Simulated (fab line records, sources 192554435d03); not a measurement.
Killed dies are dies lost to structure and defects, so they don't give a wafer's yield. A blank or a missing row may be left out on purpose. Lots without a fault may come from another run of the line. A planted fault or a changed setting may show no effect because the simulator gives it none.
Split-lot experiment | flow n5_finfet | 7 lots, 39 wafers read, on a route of 1938 steps

THE SPLIT
At N5_BEOL_M14_ETCH_68 (etches SOC in N2/H2, time 450 s), the setting target_depth_a was moved away from the recipe's 9000 angstrom on 15 of the 39 wafers read, by -49.5% to -22.7%. The other wafers ran this setting at the recipe's value.

The reading is taken at the split's own step.

THE READING
SiARC_of_BEOL_M14_COAT_66.thk_nm (the simulator's own value, which no gauge read), in nm, at N5_BEOL_M14_ETCH_68 (etches SOC in N2/H2, time 450 s). The file gives no usual value for it. The 24 wafers here that ran the recipe average 65.5 nm, standard deviation 0.81 nm.

wafer  | tool, chamber at the split | target_depth_a as run, angstrom | against the recipe | SiARC_of_BEOL_M14_COAT_66.thk_nm, nm | against lot-mates on the recipe
L074.1 | rie_diel-05, 0             | 9000                            | recipe             | 65.8                                 | -
L074.2 | rie_diel-05, 1             | 9000                            | recipe             | 66.4                                 | -
L074.3 | rie_diel-05, 3             | 9000                            | recipe             | 66                                   | -
L074.4 | rie_diel-05, 2,1           | 4557                            | -49.4%             | 88.2                                 | +22.1
L074.5 | rie_diel-05, 2,1           | 4557                            | -49.4%             | 88.2                                 | +22.1
L074.6 | rie_diel-05, 2             | 4557                            | -49.4%             | 88.4                                 | +22.3
L082.1 | rie_diel-05, 0,2,1         | 9000                            | recipe             | 65.6                                 | -
L082.2 | rie_diel-05, 0,2,1         | 9000                            | recipe             | 65.6                                 | -
L082.4 | rie_diel-05, 0,2,1         | 9000                            | recipe             | 65.6                                 | -
L082.3 | rie_diel-05, 3             | 9000                            | recipe             | 65.8                                 | -
L082.5 | rie_diel-05, 1,0           | 9000                            | recipe             | 65.4                                 | -
L082.6 | rie_diel-05, 1,0           | 9000                            | recipe             | 65.4                                 | -
L086.1 | rie_diel-04, 2             | 9000                            | recipe             | 66.2                                 | -
L086.2 | rie_diel-04, 1             | 4548                            | -49.5%             | 87.4                                 | +21.0
L086.3 | rie_diel-04, 3             | 9000                            | recipe             | 66                                   | -
L086.4 | rie_diel-04, 0             | 4548                            | -49.5%             | 88.4                                 | +22.0
L086.5 | rie_diel-04, 1             | 4548                            | -49.5%             | 87.2                                 | +20.8
L086.6 | rie_diel-04, 0             | 9000                            | recipe             | 67                                   | -
L091.3 | rie_diel-04, 2             | 9000                            | recipe             | 65.4                                 | -
L091.5 | rie_diel-04, 1             | 9000                            | recipe             | 63.8                                 | -
L091.6 | rie_diel-04, 2             | 9000                            | recipe             | 65.2                                 | -
L092.1 | rie_diel-02, 3             | 9000                            | recipe             | 65.6                                 | -
L092.2 | rie_diel-02, 1             | 5133                            | -43.0%             | 84.6                                 | +18.3
L092.3 | rie_diel-02, 0             | 9000                            | recipe             | 67                                   | -
L092.4 | rie_diel-02, 3,1           | 5133                            | -43.0%             | 85                                   | +18.7
L092.5 | rie_diel-02, 3,1           | 5133                            | -43.0%             | 85                                   | +18.7
L092.6 | rie_diel-02, 0             | 9000                            | recipe             | 66.2                                 | -
L094.1 | rie_diel-04, 2             | 9000                            | recipe             | 65.4                                 | -
L094.2 | rie_diel-04, 0,1           | 6959                            | -22.7%             | 75                                   | +10.0
L094.4 | rie_diel-04, 0,1           | 6959                            | -22.7%             | 75                                   | +10.0
L094.3 | rie_diel-04, 1             | 6959                            | -22.7%             | 74.2                                 | +9.2
L094.5 | rie_diel-04, 2             | 9000                            | recipe             | 65                                   | -
L094.6 | rie_diel-04, 0             | 9000                            | recipe             | 64.6                                 | -
L096.1 | rie_diel-04, 1             | 9000                            | recipe             | 64                                   | -
L096.5 | rie_diel-04, 1             | 9000                            | recipe             | 64                                   | -
L096.2 | rie_diel-04, 0             | 5423                            | -39.7%             | 82.6                                 | +18.2
L096.3 | rie_diel-04, 2             | 9000                            | recipe             | 65.2                                 | -
L096.4 | rie_diel-04, 2             | 5423                            | -39.7%             | 83.2                                 | +18.8
L096.6 | rie_diel-04, 0             | 5423                            | -39.7%             | 82.8                                 | +18.4
Where a row lists several chambers, the file gives one row for several wafers and doesn't say which wafer went through which chamber.

THE FIT
A straight line over all 39 wafers: SiARC_of_BEOL_M14_COAT_66.thk_nm changes by -0.449 nm for each +1% of target_depth_a; r = -1.00; the points scatter about the line by 0.76 nm.
The same after taking each lot's own level away (the mean of its wafers on the recipe; 39 wafers): -0.442 nm for each +1%; r = -1.00; scatter 0.54 nm.
On that fit, the largest move of target_depth_a shifts the reading by 22 nm.
The lots' own levels span 64.40 to 66.40 nm, that is 2.5 times the standard deviation above.
So the lot-to-lot level changes the slope little: the two slopes agree.
Check: with one of the wafers moved furthest among these (-49.5%) left out of the fit, the line predicts +22 nm for it against its lot-mates. It came out at +21 nm against them.

OTHER SPLITS ON THESE WAFERS
These wafers also went through other splits before the reading. Each is held against what the fit with the lots' levels taken away leaves over:
other split on the same wafers    | wafers away from the commonest value | r with SiARC_of_BEOL_M14_COAT_66.thk_nm (lot level and that fit taken away)
N5_BEOL_M12_TRENCH_ETCH_34 time_s | 15                                   | -0.05

THE FILE'S OWN FIT
SiARC_of_BEOL_M14_COAT_66.thk_nm changes by -0.442 nm for each +1% of target_depth_a, r = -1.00.
